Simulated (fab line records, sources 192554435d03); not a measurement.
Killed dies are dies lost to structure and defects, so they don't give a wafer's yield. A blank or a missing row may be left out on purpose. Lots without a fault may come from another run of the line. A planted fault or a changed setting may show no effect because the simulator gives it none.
Split-lot experiment | flow n5_finfet | 7 lots, 21 wafers read, on a route of 1938 steps

THE SPLIT
At N5_BEOL_M11_DESCUM_16 (chemistry O2, time 7.9 s), the setting time_s was moved away from the recipe's 7.9 s on 5 of the 21 wafers read, by -17.4% to +14.6%. The other wafers ran this setting at the recipe's value.

The file shows no step between the split and the reading.

THE READING
CAR-ArF_of_BEOL_M11_COAT_05.thk_nm (the simulator's own value, which no gauge read), in nm, at N5_BEOL_M11_ETCH_61 (etches SiARC in CF4, target depth 39 nm, time 65 s). The file gives no usual value for it. The 16 wafers here that ran the recipe average 55.5 nm, standard deviation 0.17 nm.

wafer  | tool, chamber at the split | time_s as run, s | against the recipe | CAR-ArF_of_BEOL_M11_COAT_05.thk_nm, nm | against lot-mates on the recipe
L080.1 | rie_diel-04, 1,3,3         | 7.9              | recipe             | 55.4                                   | -
L080.2 | rie_diel-04, 1,3,3         | 7.9              | recipe             | 55.4                                   | -
L080.5 | rie_diel-04, 1,3,3         | 7.9              | recipe             | 55.6                                   | -
L081.3 | rie_diel-01, 1             | 6.797            | -14.0%             | 56.4                                   | +0.6
L081.4 | rie_diel-01, 3             | 6.797            | -14.0%             | 56.6                                   | +0.8
L081.6 | rie_diel-01, 0             | 7.9              | recipe             | 55.8                                   | -
L084.1 | rie_diel-05, 2             | 7.9              | recipe             | 55.6                                   | -
L084.4 | rie_diel-05, 1             | 6.529            | -17.4%             | 56.8                                   | +1.2
L084.5 | rie_diel-05, 2             | 7.9              | recipe             | 55.6                                   | -
L088.1 | rie_diel-05, 3,1           | 7.9              | recipe             | 55.2                                   | -
L088.2 | rie_diel-05, 3,1           | 7.9              | recipe             | 55.4                                   | -
L088.3 | rie_diel-05, 1             | 6.667            | -15.6%             | 56.4                                   | +1.1
L091.1 | rie_diel-04, 3             | 7.9              | recipe             | 55.6                                   | -
L091.5 | rie_diel-04, 2             | 7.9              | recipe             | 55.4                                   | -
L091.6 | rie_diel-04, 3             | 7.9              | recipe             | 55.6                                   | -
L093.1 | rie_diel-05, 2             | 7.9              | recipe             | 55.6                                   | -
L093.2 | rie_diel-05, 3             | 7.9              | recipe             | 55.8                                   | -
L093.5 | rie_diel-05, 3             | 7.9              | recipe             | 55.8                                   | -
L095.3 | rie_diel-04, 3             | 7.9              | recipe             | 55.4                                   | -
L095.4 | rie_diel-04, 1             | 9.052            | +14.6%             | 54.6                                   | -0.8
L095.6 | rie_diel-04, 2             | 7.9              | recipe             | 55.4                                   | -
Where a row lists several chambers, the file gives one row for several wafers and doesn't say which wafer went through which chamber.

THE FIT
A straight line over all 21 wafers: CAR-ArF_of_BEOL_M11_COAT_05.thk_nm changes by -0.0661 nm for each +1% of time_s; r = -0.95; the points scatter about the line by 0.17 nm.
The same after taking each lot's own level away (the mean of its wafers on the recipe; 21 wafers): -0.0601 nm for each +1%; r = -0.97; scatter 0.11 nm.
On that fit, the largest move of time_s shifts the reading by 1 nm.
The lots' own levels span 55.30 to 55.80 nm, that is 3.0 times the standard deviation above.
So the lot-to-lot level changes the slope little: the two slopes agree.
Check: with one of the wafers moved furthest among these (-17.4%) left out of the fit, the line predicts +0.993 nm for it against its lot-mates. It came out at +1.2 nm against them.

OTHER SPLITS ON THESE WAFERS
These wafers also went through other splits before the reading. Each is held against what the fit with the lots' levels taken away leaves over:
other split on the same wafers   | wafers away from the commonest value | r with CAR-ArF_of_BEOL_M11_COAT_05.thk_nm (lot level and that fit taken away)
N5_BEOL_M9_TRENCH_ETCH_37 time_s | 6                                    | -0.01
N5_BEOL_M10_COAT_63 spin_rpm     | 7                                    | -0.11
N5_BEOL_M11_EXPOSE_08 dose_mj    | 6                                    | -0.19

THE WHOLE CHAIN: every reading that the file lists as answering this split, in the file's order
step                  | what it does                                       | reading                                                                             | change (the file's fit)                | r (the file's)
N5_BEOL_M11_DESCUM_16 | chemistry O2, time 7.9 s                           | CAR-ArF_of_BEOL_M11_COAT_05.thk_nm (the simulator's own value, which no gauge read) | -0.0587 nm for each +1% of the setting | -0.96
N5_BEOL_M11_ETCH_61   | etches SiARC in CF4, target depth 39 nm, time 65 s | CAR-ArF_of_BEOL_M11_COAT_05.thk_nm (the simulator's own value, which no gauge read) | -0.0624 nm for each +1% of the setting | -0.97

THE FILE'S OWN FIT
CAR-ArF_of_BEOL_M11_COAT_05.thk_nm changes by -0.0624 nm for each +1% of time_s, r = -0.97.
